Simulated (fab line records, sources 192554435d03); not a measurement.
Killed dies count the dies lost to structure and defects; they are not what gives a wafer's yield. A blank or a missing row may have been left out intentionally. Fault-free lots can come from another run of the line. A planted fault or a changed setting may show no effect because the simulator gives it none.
One fault seen from 2 desks + flow n5_finfet + every desk sees just its own numbers, and what lay behind them comes last

== THE DEFECT DESK ==
Inspection counts along the route, by lot: the mean over sampled wafers that carry a number. A lot is out of limits, marked OUT, if its mean lies more than 4 standard deviations from the usual mean; the brackets give that distance.
Columns: A = raw_defect_count at N5_BEOL_M5_INSPECT_13, usual 439
| lot  | first seen here | A   |
|------|-----------------|-----|
| L475 | day 8 16:06     | 341 |
| L476 | day 8 16:26     | 523 |
| L477 | day 8 20:54     | 437 |
| L485 | day 10 14:01    | 494 |
| L487 | day 11 10:41    | 365 |
| L489 | day 12 05:47    | 404 |
| L490 | day 12 11:18    | 474 |
| L491 | day 12 16:51    | 506 |
| L492 | day 12 18:35    | 384 |
| L493 | day 12 21:55    | 515 |
| L494 | day 13 06:52    | 426 |
| L495 | day 13 15:43    | 551 |
| L496 | day 13 15:56    | 463 |
This desk found nothing out of limits on any of the 13 lots.

== AT THE TOOL OWNER'S DESK: litho_track-03 ==
The tool's own readings at N5_BEOL_M5_COAT_71 (time 60 s, resist thk 5 nm): means of the sampled wafers that have a number, for each lot that ran on this tool. A lot is out of limits, marked OUT, if its mean lies more than 4 standard deviations from the usual mean; the brackets give that distance.
Columns: A = chill_plate_temp_C at N5_BEOL_M5_COAT_71, usual 23.02 C; B = heater_power_total_W at N5_BEOL_M5_COAT_71, usual 391.7 W; C = spin_speed_rpm at N5_BEOL_M5_COAT_71, usual 1500.0 rpm
| lot  | first seen here | A     | B     | C                        |
|------|-----------------|-------|-------|--------------------------|
| L475 | day 8 15:37     | 23.01 | 391.4 | 1500.6                   |
| L476 | day 8 16:05     | 23.16 | 391.8 | 1330.8 (-99 or more) OUT |
| L477 | day 8 20:33     | 23.05 | 392.1 | 1330.5 (-99 or more) OUT |
| L490 | day 12 10:49    | 22.90 | 391.1 | 1499.3                   |
| L493 | day 12 21:34    | 23.04 | 392.2 | 1499.9                   |
| L495 | day 13 15:22    | 22.86 | 392.4 | 1499.6                   |
This desk finds L476, L477 out of limits, L476 being first, at day 8 16:05 (spin_speed_rpm at N5_BEOL_M5_COAT_71). In limits: L475, L490, L493, L495.

== BROUGHT TOGETHER ==
An alarm could have come from the tool owner's desk at day 8 16:05, on L476, L477.
The defect desk saw nothing out of limits.
The defect desk has L476, L477 on record, within its limits.
The lots listed all ran N5_BEOL_M5_COAT_71 on litho_track-03.

== WHAT WAS PUT IN BY THE SIMULATOR ==
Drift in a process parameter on litho_track-03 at N5_BEOL_M5_COAT_71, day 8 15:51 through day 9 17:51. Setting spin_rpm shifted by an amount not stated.
Lots struck among those shown: L476, L477.
Delay in hours, fault start to first out-of-limits reading, by desk: the tool owner's desk at 0.
